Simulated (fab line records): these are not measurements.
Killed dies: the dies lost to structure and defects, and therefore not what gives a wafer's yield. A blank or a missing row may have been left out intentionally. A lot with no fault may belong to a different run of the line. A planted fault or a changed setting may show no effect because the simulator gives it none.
Problem report in the 8D (eight disciplines) form, filled by code	flow n5-finfet	the parts of the form that need people (team, actions taken, sign-off) are left out

1. WHAT WENT WRONG
Mean of spin-speed-rpm at N5_BEOL_M11_COAT_59: 1380.4 rpm across 6 wafers in 2 lots; on wafers with no fault it is 1500.1 rpm (standard deviation 0.98). That is -99 or more standard deviations from the usual mean.
The step: time 60 s, resist thk 100 nm.
The first sign was on wafer L262.3 at day 15 09:02, on litho-track-04. The record has a number at this step for 38 wafers belonging to 13 lots. By rule, "out" or "out of limits" means more than 4 standard deviations away from the usual mean. Any other wafer with a number is counted as sound.

2. WHAT IT IS, AND WHAT IT ISN'T
question	is	is not
which readings at this step	spin-speed-rpm	resist-line-temp-C
which lots	L262, L263	L243, L244, L248, L249, L251, L252, L253, L254, L255, L259, L266
which wafers of those lots	all that have a number	-
read on which tools	litho-track-04	litho-track-01, litho-track-02
when	from day 15 09:02	up to then (29 sound wafers); but 3 sound wafers of L266 came after

3. WHAT RULES OUT EACH SUSPECT
Counting: any tool at a process step up to the reading is kept as a suspect provided that every lot that is out went through it and no sound lot did after the first of them.
- pvd-sputter-02 at N5_BEOL_M10_SURFACE_TREAT_76: kept. It processed each lot that is out, first L262 at day 15 06:14, and no sound lot thereafter; up to then, the last sound lot it processed was L251 at day 12 07:03.
- litho-track-04 at N5_BEOL_M11_COAT_59 (time 60 s, resist thk 100 nm): kept. It processed each lot that is out, first L262 at day 15 09:02, and no sound lot thereafter; up to then, the last sound lot it processed was L253 at day 12 22:28. Its own readings are out on those wafers: spin-speed-rpm.
The count leaves litho-track-04 at N5_BEOL_M11_COAT_59 and pvd-sputter-02 at N5_BEOL_M10_SURFACE_TREAT_76.

4. THE CAUSE (what the simulator had put in)
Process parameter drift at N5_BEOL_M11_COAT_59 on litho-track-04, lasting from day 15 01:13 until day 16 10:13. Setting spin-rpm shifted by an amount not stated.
After counting, 2 suspects remain, this tool included.

5. THE EFFECT CHAIN, in route order
Each row: a reading whose mean over the struck wafers that have a number lies more than 3 standard deviations from the usual. Only readings whose record carries a usual standard deviation are examined. hours: median over the lots of the time between each lot's start at the first step of this table that gives one and its start at this step. sigmas: the change, counted in usual standard deviations.
hours	step	reading	usual	on struck wafers	change	sigmas
0	N5_BEOL_M11_COAT_59	spin-speed-rpm	1500.1 rpm	1380.4	-119.7	-99 or more
Its process steps:
- N5_BEOL_M11_COAT_59: time 60 s, resist thk 100 nm.
At these later measuring or inspecting steps, every struck wafer for which the step has a row has a number for every such reading, and none has moved that far: N5_BEOL_M11_CD_MEAS_11.

6. HOW IT WOULD HAVE BEEN CAUGHT EARLIER
In this record no reading fell out of limits until day 15 09:02, 8 hours after the fault had begun at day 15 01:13.
